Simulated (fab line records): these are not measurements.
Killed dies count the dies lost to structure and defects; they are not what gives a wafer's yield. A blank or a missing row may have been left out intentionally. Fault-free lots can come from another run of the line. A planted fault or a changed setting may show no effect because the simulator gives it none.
fab line records	flow nandHarc
[record] lots = 6	wafers = 18	lastDay = 32
route steps=1302 shown A_CHANNEL_FILL_D2@621 END@1302
lots that met no fault: taken from a fault-free run of the same line
startH: the number of hours between the record's first day and the start of the first shown wafer of the lot	waitH: hours elapsed since this lot's preceding step	" the same as in the row above	L1.1+2: one row covering several wafers at once	- no value, or no start given	* or withheld: withheld	< > ~ a bound
route shown NAME@n: names a module that has steps shown in the file, with the first one's number in the route	usual: the fault-free wafers' mean and standard deviation	same: alike in all rows	chamber/n: place in a boat	sites: the reading at each site	_std_site: the standard deviation of these	_edge_site: mean of outer sites minus mean of inner sites	radiusMm: for every site, how far away it sits from the centre of the wafer	mask NAME#n: copy n	behind: the tool/chamber that last shaped the wafer	hold: what put the lot on hold/how long, in hours/how the hold closed	device: which transistor (n, p or np) failed to switch	end of line: the same wafers' tests at the end of the route	a step without rows: its recipe alone	killed: dies that structure and defects cost at the first sort, which is not the same as the wafer's yield	map: a wafer's dies, x killed, . not, _ none there
set.NAME: the setting the step ran with; set.NAME@STEP: the setting that earlier step ran with	model.NAME: the simulator's own value behind a step, which no gauge read
lots at selected steps of the route; one table per step, one row per wafer
services: a tool's chamber out of use, with start hour (startH, from the record's first day; less than 0 if before it), hours out, and reason
[[steps]]
[step NHARC_A_CHANNEL_FILL_D2_STRIP_28]
[recipe] timeS = 20	o2FlowSccm = 500	arFlowSccm = 0	biasW = 0	chemistry = O2
[usual] drypumpMotorCurrentA = 5.5/0.46	oesProductAu = 1.005/0.011	rfVppV = 57.8/0.95	showerheadPlenumPTorr = 3.49/0.15	throttleValvePct = 17.036/0.0089
lot.wafer	tool	chamber	startH	waitH	drypumpMotorCurrentA	oesProductAu	rfHoursCounterH	rfVppV	showerheadPlenumPTorr	throttleValvePct
L696.4	rieDiel-02	3	321.17	0.1	6.5	1.011	16	57.2	3.49	17.029
L696.2	"	0	"	"	4.9	1.006	16	59.7	3.57	17.028
L696.6	"	2	"	"	5.2	0.996	-	57.1	3.29	17.017
L706.3	rieDiel-06	3	427.25	0.1	5.6	1.010	4	59.4	3.75	17.028
L706.6	"	2	"	"	5.9	1.000	-	57.6	3.44	17.036
L706.5	"	3	"	"	5.6	1.002	-	59.6	3.75	17.033
L707.4	rieDiel-02	3	431.07	0.1	6.5	1.004	7	58.6	3.48	17.034
L707.3	"	1	"	"	5.8	1.023	6	57.3	3.51	17.042
L707.5	"	3	"	"	6.4	0.995	-	57.0	3.48	17.032
L710.4	rieDiel-06	0	466.57	0.1	5.6	1.002	5	58.2	3.34	17.038
L710.5	"	2	"	"	5.9	0.998	-	56.2	3.44	17.044
L710.6	"	3	"	"	5.6	1.014	-	58.2	3.75	17.035
L711.3	rieDiel-06	0	482.33	0.1	5.5	0.990	6	57.6	3.34	17.046
L711.2	"	2	"	"	5.9	0.996	6	56.8	3.43	17.026
L711.5	"	0	"	"	5.6	1.002	-	56.5	3.34	17.039
L715.2	rieDiel-06	2	529.05	0.1	5.9	1.002	1	57.7	3.43	17.046
L715.1	"	0	"	"	5.5	0.987	1	56.9	3.34	17.025
L715.6	"	2	"	"	5.9	1.004	-	59.0	3.43	17.050
[step NHARC_A_CHANNEL_FILL_D2_PRECLEAN_21]
[recipe] timeS = 30	chemistry = dHF
[step NHARC_A_CHANNEL_FILL_D2_SRD_23]
[step NHARC_A_CHANNEL_FILL_D2_CVD_05]
[recipe] targetThkA = 50	tempC = 550	material = poly-Si
[step NHARC_A_CHANNEL_FILL_D2_ANNEAL_22]
[recipe] tempC = 620	timeS = 7200
[step NHARC_A_CHANNEL_FILL_D2_ALD_25]
[recipe] targetThkA = 600	pulseTimeS = 10	aldCycles = 600	tempC = 300	material = SiOx
[usual] heaterPowerW = 473/52	precursorPulseHeightRel = 1.000/0.021
lot.wafer	tool	chamber	startH	waitH	heaterPowerW	precursorPulseHeightRel
L696.2	aldHk-02	0	333.90	0.1	489	0.990
L696.4	"	3	335.77	1.9	402	1.002
L696.6	"	1	337.01	3.2	414	1.005
L706.3	aldHk-02	2	441.15	1.9	453	1.033
L706.5	"	3	"	"	401	0.983
L706.6	"	0	"	"	464	1.009
L707.3	aldHk-04	0	443.10	0.4	415	1.020
L707.4	"	2	444.33	1.6	502	0.995
L707.5	"	1	446.16	3.4	502	0.989
L710.4	aldHk-04	3	479.67	1.3	465	1.017
L710.6	"	1	480.90	2.5	501	0.994
L710.5	"	2	"	"	502	1.004
L711.3	aldHk-01	2	494.96	0.1	566	0.964
L711.2	"	0	496.17	1.3	461	0.990
L711.5	"	2	497.38	2.5	536	0.993
L715.2	aldHk-02	1	541.38	0.7	416	0.983
L715.1	"	2	"	"	453	0.997
L715.6	"	0	543.21	2.5	459	0.983
[step NHARC_A_CHANNEL_FILL_D2_ETCHBACK_08]
[recipe] targetDepthA = 2200	timeS = 110	c4f8FlowSccm = 20	arFlowSccm = withheld	rfW = 600	biasW = 300	chemistry = C4F8
[usual] oesProductAu = 0.97/0.038	rfVppV = 439.9/2.9
lot.wafer	tool	chamber	startH	waitH	oesProductAu	rfHoursCounterH	rfVppV
L696.2	rieDiel-06	3	-	-	0.99	1	444.4
L696.4	"	0	"	"	0.99	1	437.2
L696.6	"	2	"	"	0.99	-	439.0
L706.3	rieDiel-02	2	-	-	1.03	9	435.5
L706.5	"	2	"	"	1.01	-	436.9
L706.6	"	3	"	"	1.01	-	438.1
L707.4	rieDiel-02	1	-	-	0.94	7	439.9
L707.3	"	0	"	"	0.93	7	440.7
L707.5	"	1	"	"	0.94	-	440.8
L710.4	rieDiel-06	0	-	-	0.93	6	437.4
L710.6	"	3	"	"	0.94	-	445.1
L710.5	"	0	"	"	0.93	-	437.5
L711.3	rieDiel-06	3	-	-	1.03	0	445.5
L711.2	"	2	"	"	1.01	1	439.8
L711.5	"	0	"	"	1.00	-	437.3
L715.2	rieDiel-06	2	-	-	0.94	1	439.9
L715.1	"	3	"	"	0.96	1	445.1
L715.6	"	2	"	"	0.93	-	438.6
[step NHARC_A_CHANNEL_FILL_D2_STRIP_29]
[recipe] timeS = 20	o2FlowSccm = 500	arFlowSccm = 0	biasW = 0	chemistry = O2
[usual] drypumpMotorCurrentA = 5.6/0.39	oesProductAu = 1.005/0.012	rfVppV = 57.5/0.83	showerheadPlenumPTorr = 3.47/0.15	throttleValvePct = 17.037/0.0082
lot.wafer	tool	chamber	startH	waitH	drypumpMotorCurrentA	oesProductAu	rfHoursCounterH	rfVppV	showerheadPlenumPTorr	throttleValvePct
L696.4	rieDiel-06	3	-	-	5.6	1.002	1	58.4	3.75	17.019
L696.2	"	1	"	"	5.6	1.003	1	57.9	3.30	17.036
L696.6	"	0	"	"	5.6	1.001	-	56.8	3.35	17.030
L706.3	rieDiel-02	0	-	-	4.9	0.994	7	57.5	3.56	17.036
L706.5	"	1	"	"	5.7	1.018	-	57.6	3.51	17.040
L706.6	"	2	"	"	5.2	1.002	-	56.6	3.28	17.028
L707.4	rieDiel-02	0	-	-	4.9	1.002	7	58.3	3.56	17.054
L707.3	"	1	"	"	5.8	1.019	7	56.8	3.51	17.029
L707.5	"	0	"	"	4.9	0.995	-	58.0	3.56	17.032
L710.4	rieDiel-06	1	-	-	5.6	0.998	6	56.5	3.30	17.020
L710.6	"	1	"	"	5.6	0.993	-	57.3	3.30	17.039
L710.5	"	2	"	"	5.9	0.982	-	56.5	3.43	17.049
L711.3	rieDiel-06	1	-	-	5.6	0.984	0	56.3	3.30	17.033
L711.2	"	3	"	"	5.6	1.041	0	58.3	3.75	17.039
L711.5	"	1	"	"	5.6	0.983	-	55.6	3.30	17.050
L715.1	rieDiel-06	2	-	-	5.9	1.026	1	57.2	3.43	17.036
L715.2	"	3	"	"	5.6	1.028	1	58.5	3.75	17.020
L715.6	"	1	"	"	5.6	0.992	-	56.5	3.30	17.036
[step NHARC_A_CHANNEL_FILL_D2_PRECLEAN_30]
[recipe] timeS = 30	chemistry = dHF
[step NHARC_A_CHANNEL_FILL_D2_SRD_31]
[step NHARC_A_CHANNEL_FILL_D2_CVD_09]
[recipe] targetThkA = 1500	tempC = 620	pressureMtorr = 200	timeS = 3000	material = poly-Si
[step NHARC_A_CHANNEL_FILL_D2_CMP_10]
[recipe] targetThkNm = 150
[usual] edgeZonePressureFrac = 1.000/0.0045	motorCurrentA = 12.5/1.6	timeToEndpointS = 14.3/3
lot.wafer	tool	chamber	startH	waitH	edgeZonePressureFrac	motorCurrentA	timeToEndpointS
L696.2	cmp-03	1	345.42	0.4	1.009	11.7	11.2
L696.4	"	2	"	"	0.992	12.5	14.1
L696.6	"	0	"	"	0.997	12.5	13.2
L706.3	cmp-04	3	450.74	0.4	-	-	-
L706.6	"	2	"	"	-	-	-
L706.5	"	3	"	"	-	-	-
L707.4	cmp-02	1	454.39	0.4	-	-	-
L707.3	"	3	"	"	-	-	-
L707.5	"	0	"	"	-	-	-
L710.4	cmp-03	1	489.84	0.4	1.001	12.5	13.6
L710.6	"	0	"	"	0.998	12.2	14.8
L710.5	"	1	"	"	0.999	13.0	16.7
L711.2	cmp-04	3	507.88	0.4	1.006	12.6	12.8
L711.3	"	0	"	"	1.001	10.3	9.5
L711.5	"	3	"	"	1.003	12.0	12.0
L715.1	cmp-02	2	552.82	0.4	0.997	11.0	16.9
L715.2	"	3	"	"	1.001	10.5	13.8
L715.6	"	2	"	"	0.995	10.8	16.1
[step NHARC_END_SORT_01]
[recipe] tempC = 25
[usual] killedAtArray = 56/20	killedAtOther = 0.9/1.1	killedAtPeriphery = 3.7/3	killedDies = 61/21	killedOpen = 2.9/1.6	killedShort = 2.6/1.4
[same] grossDies = 677
lot.wafer	tool	chamber	startH	waitH	killedAtArray	killedAtOther	killedAtPeriphery	killedDies	killedOpen	killedShort
L706.3	prober-02	0	670.47	3.1	670	1	6	677	4	2
L706.5	prober-02	0	672.06	3.7	668	2	7	677	1	2
L706.6	prober-02	0	672.86	4.0	671	0	6	677	5	2
L707.3	prober-01	0	671.20	3.1	664	2	11	677	4	4
L707.4	prober-01	0	672.00	3.4	671	0	6	677	4	3
L707.5	prober-01	0	672.80	3.7	668	1	8	677	0	3
// killed by level:class
L706.3 A_CHANNEL_FILL_D2:areaCmp=582 A_CHANNEL_HOLE_D1:chamberFilmFlake=32 A_SLIT:chamberFilmFlake=26 A_CHANNEL_HOLE_D2:chamberFilmFlake=13 A_CONTACT:chamberFilmFlake=5 P_GATE:chamberFilmFlake=3 A_STAIRCASE:chamberFilmFlake=3 A_BONDPAD:chamberFilmFlake=2
L707.3 A_CHANNEL_FILL_D2:areaCmp=588 A_CHANNEL_HOLE_D1:chamberFilmFlake=31 A_SLIT:chamberFilmFlake=24 A_CHANNEL_HOLE_D2:chamberFilmFlake=5 P_STI:chamberFilmFlake=3 P_GATE:chamberFilmFlake=3 P_M0:chamberFilmFlake=3 A_DECK1_JOINT:chamberFilmFlake=3
L707.4 A_CHANNEL_FILL_D2:areaCmp=601 A_SLIT:chamberFilmFlake=22 A_CHANNEL_HOLE_D1:chamberFilmFlake=18 A_CHANNEL_HOLE_D2:chamberFilmFlake=13 P_STI:chamberFilmFlake=3 A_STAIRCASE:chamberFilmFlake=3 P_M0:chamberFilmFlake=2 A_CONTACT:chamberFilmFlake=2
L706.5 A_CHANNEL_FILL_D2:areaCmp=591 A_SLIT:chamberFilmFlake=31 A_CHANNEL_HOLE_D1:chamberFilmFlake=17 A_CHANNEL_HOLE_D2:chamberFilmFlake=16 P_GATE:chamberFilmFlake=4 A_STAIRCASE:chamberFilmFlake=4 A_CONTACT:chamberFilmFlake=4 A_BONDPAD:chamberFilmFlake=3
L707.5 A_CHANNEL_FILL_D2:areaCmp=588 A_SLIT:chamberFilmFlake=33 A_CHANNEL_HOLE_D1:chamberFilmFlake=19 A_CHANNEL_HOLE_D2:chamberFilmFlake=13 P_STI:chamberFilmFlake=4 P_M0:chamberFilmFlake=3 A_CONTACT:chamberFilmFlake=3 A_BLC:chamberFilmFlake=3
L706.6 A_CHANNEL_FILL_D2:areaCmp=576 A_CHANNEL_HOLE_D1:chamberFilmFlake=34 A_SLIT:chamberFilmFlake=33 A_CHANNEL_HOLE_D2:chamberFilmFlake=15 A_CONTACT:chamberFilmFlake=6 P_GATE:geometricParticle:open=2 A_STAIRCASE:chamberFilmFlake=2 A_BONDPAD:chamberFilmFlake=2
// map L706.3 (x killed, . not)
____________x____________
_________xxxxxxx_________
_______xxxxxxxxxxx_______
______xxxxxxxxxxxxx______
_____xxxxxxxxxxxxxxx_____
____xxxxxxxxxxxxxxxxx____
____xxxxxxxxxxxxxxxxx____
___xxxxxxxxxxxxxxxxxxx___
___xxxxxxxxxxxxxxxxxxx___
__xxxxxxxxxxxxxxxxxxxxx__
__xxxxxxxxxxxxxxxxxxxxx__
_xxxxxxxxxxxxxxxxxxxxxxx_
_xxxxxxxxxxxxxxxxxxxxxxx_
_xxxxxxxxxxxxxxxxxxxxxxx_
_xxxxxxxxxxxxxxxxxxxxxxx_
_xxxxxxxxxxxxxxxxxxxxxxx_
xxxxxxxxxxxxxxxxxxxxxxxxx
xxxxxxxxxxxxxxxxxxxxxxxxx
xxxxxxxxxxxxxxxxxxxxxxxxx
xxxxxxxxxxxxxxxxxxxxxxxxx
xxxxxxxxxxxxxxxxxxxxxxxxx
_xxxxxxxxxxxxxxxxxxxxxxx_
_xxxxxxxxxxxxxxxxxxxxxxx_
_xxxxxxxxxxxxxxxxxxxxxxx_
_xxxxxxxxxxxxxxxxxxxxxxx_
_xxxxxxxxxxxxxxxxxxxxxxx_
__xxxxxxxxxxxxxxxxxxxxx__
__xxxxxxxxxxxxxxxxxxxxx__
___xxxxxxxxxxxxxxxxxxx___
___xxxxxxxxxxxxxxxxxxx___
____xxxxxxxxxxxxxxxxx____
____xxxxxxxxxxxxxxxxx____
_____xxxxxxxxxxxxxxx_____
______xxxxxxxxxxxxx______
_______xxxxxxxxxxx_______
_________xxxxxxx_________
____________x____________
// map L707.3 (x killed, . not)
____________x____________
_________xxxxxxx_________
_______xxxxxxxxxxx_______
______xxxxxxxxxxxxx______
_____xxxxxxxxxxxxxxx_____
____xxxxxxxxxxxxxxxxx____
____xxxxxxxxxxxxxxxxx____
___xxxxxxxxxxxxxxxxxxx___
___xxxxxxxxxxxxxxxxxxx___
__xxxxxxxxxxxxxxxxxxxxx__
__xxxxxxxxxxxxxxxxxxxxx__
_xxxxxxxxxxxxxxxxxxxxxxx_
_xxxxxxxxxxxxxxxxxxxxxxx_
_xxxxxxxxxxxxxxxxxxxxxxx_
_xxxxxxxxxxxxxxxxxxxxxxx_
_xxxxxxxxxxxxxxxxxxxxxxx_
xxxxxxxxxxxxxxxxxxxxxxxxx
xxxxxxxxxxxxxxxxxxxxxxxxx
xxxxxxxxxxxxxxxxxxxxxxxxx
xxxxxxxxxxxxxxxxxxxxxxxxx
xxxxxxxxxxxxxxxxxxxxxxxxx
_xxxxxxxxxxxxxxxxxxxxxxx_
_xxxxxxxxxxxxxxxxxxxxxxx_
_xxxxxxxxxxxxxxxxxxxxxxx_
_xxxxxxxxxxxxxxxxxxxxxxx_
_xxxxxxxxxxxxxxxxxxxxxxx_
__xxxxxxxxxxxxxxxxxxxxx__
__xxxxxxxxxxxxxxxxxxxxx__
___xxxxxxxxxxxxxxxxxxx___
___xxxxxxxxxxxxxxxxxxx___
____xxxxxxxxxxxxxxxxx____
____xxxxxxxxxxxxxxxxx____
_____xxxxxxxxxxxxxxx_____
______xxxxxxxxxxxxx______
_______xxxxxxxxxxx_______
_________xxxxxxx_________
____________x____________
[[services]]
tool	chamber	startH	hours	kind
cmp-04	-	307.07	4.0	pm
rieDiel-06	-	307.20	9.0	pm
cmp-02	-	312.37	0.9	repair
rieDiel-02	1	317.81	2.1	repair
cmp-02	-	330.74	4.0	pm
cmp-03	-	337.40	0.4	repair
cmp-02	-	345.13	4.5	repair
cmp-03	-	358.00	4.0	pm
cmp-04	-	363.65	1.4	repair
rieDiel-02	-	365.63	4.0	repair
rieDiel-06	0	374.64	2.6	repair
rieDiel-02	1	382.41	2.6	repair
cmp-04	-	390.93	1.0	repair
cmp-03	-	392.66	0.7	repair
cmp-04	-	392.88	0.4	repair
rieDiel-02	-	393.71	9.0	pm
cmp-04	-	405.07	4.0	pm
cmp-03	-	413.44	1.1	repair
rieDiel-02	1	480.12	4.6	repair
rieDiel-06	-	484.20	9.0	pm
rieDiel-02	1	487.23	6.2	repair
rieDiel-02	3	524.81	10.6	repair
aldHk-02	-	528.24	10.0	pm
rieDiel-02	2	547.21	2.3	repair
[[key]]
[firstSign] step = NHARC_A_CHANNEL_FILL_D2_CMP_10	reading = toolRecord	direction = missing
[effect] step = NHARC_END_SORT_01	reading = killedDies	direction = up	sigmas = 30	usual = 61	struck = 677
[moreKillsBornAt] NHARC_A_CHANNEL_FILL_D2_CMP_10@cmp-02 = 1777	NHARC_A_CHANNEL_FILL_D2_CMP_10@cmp-04 = 1749
metAt NHARC_A_CHANNEL_FILL_D2_CMP_10
struckWafers L706.3,L706.5,L706.6,L707.3,L707.4,L707.5
laterRowsLeftOut L706.3,L706.5,L706.6,L707.3,L707.4,L707.5
testerLeftOut L706,L707
[fault] kind = skippedStepWhole	tool = cmp-02,cmp-04	chamber = -	onsetH = 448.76	steps = NHARC_A_CHANNEL_FILL_D2_CMP_10	scope = struckLotsOnly
// testerLeftOut: of these lots the tester's yield and bins aren't shown, on N5 and GAA mostly nor the transistor test; their killed dies are dies lost to structure and defects alone, not to doping, threshold or leakage, so they don't give the yield
// laterRowsLeftOut: the simulator's readings of these wafers behind a module that went badly wrong aren't trusted and aren't shown, but for the sort
